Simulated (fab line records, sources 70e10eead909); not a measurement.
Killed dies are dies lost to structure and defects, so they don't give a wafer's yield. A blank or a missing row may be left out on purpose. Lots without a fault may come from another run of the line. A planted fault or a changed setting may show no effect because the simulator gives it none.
Problem report in the 8D (eight disciplines) form, filled by code | flow nand_harc | the parts of the form that need people (team, actions taken, sign-off) are left out

1. THE PROBLEM
overpolish_run_s at NHARC_P_STI_CMP_21 reads a mean of 77.056 s on 6 wafers of 2 lots; wafers without a fault read 20.001 s with a standard deviation of 0.0095. That is +99 or more standard deviations from the usual mean.
The step: polishes, t overpolish 20 s, target thk 380.67 nm.
First seen on wafer L987.1, day 10 15:45, on cmp-01. The record holds 39 wafers of 13 lots with a number at this step. Rule for "out", or "out of limits": more than 4 standard deviations from the usual mean. The other wafers with a number count as sound.

2. WHAT IT IS AND WHAT IT IS NOT
question                    | is                     | is not
which readings at this step | overpolish_run_s       | motor_current_A
which lots                  | L987, L989             | L972, L973, L977, L978, L979, L980, L981, L990, L991, L992, L994
which wafers of those lots  | all that have a number | -
read on which tools         | cmp-01                 | cmp-03, cmp-04
when                        | from day 10 15:45      | up to then (21 sound wafers); but 12 sound wafers of L990, L991, L992, L994 came after

3. SUSPECTS, AND WHAT RULES EACH OUT
Counting: a tool at a process step up to the reading stays a suspect if it ran every lot that is out and no sound lot after the first of them.
- rie_si-06 at NHARC_P_ZERO_WELL_ETCH_63 (etches the open film in HBr/Cl2, target depth 120 nm, time 40.1 s): ruled out as a lasting fault. Sound lots L990, L991 ran on it after its first lot that is out, L987 (day 8 13:34).
- cmp-01 at NHARC_P_STI_CMP_21 (polishes, t overpolish 20 s, target thk 380.67 nm): kept. It ran every lot that is out, first L987 (day 10 15:45), and no sound lot after that; its last sound lot up to then is L981 (day 7 19:47). Its own readings are out on those wafers: overpolish_run_s.
Left after counting: cmp-01 at NHARC_P_STI_CMP_21.

4. THE CAUSE (what the simulator had put in)
Process parameter drift: cmp-01, from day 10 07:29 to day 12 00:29, at NHARC_P_STI_CMP_21. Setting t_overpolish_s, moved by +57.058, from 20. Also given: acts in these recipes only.
Counting left only this tool.

5. THE CHAIN OF EFFECTS, in route order
Each row: a reading whose mean over the struck wafers that have a number lies more than 3 standard deviations from the usual. Only readings for which the record gives a usual standard deviation are gone through. hours: the time from each lot's start at the first step in this table that gives one to its start at this step, as a median over the lots. sigmas: the change in usual standard deviations.
hours | step               | reading          | usual    | on struck wafers | change  | sigmas
0     | NHARC_P_STI_CMP_21 | overpolish_run_s | 20.001 s | 77.056           | +57.055 | +99 or more
The process steps in it:
- NHARC_P_STI_CMP_21: polishes, t overpolish 20 s, target thk 380.67 nm.
Later measuring or inspecting steps at which every struck wafer that the step has a row for has a number for every such reading, and none has moved that far: NHARC_P_GATE_CD_MEAS_59.

6. WHAT WOULD HAVE CAUGHT IT SOONER
In this record the first reading out of limits was taken at day 10 15:45, 8 hours after the fault began at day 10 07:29.
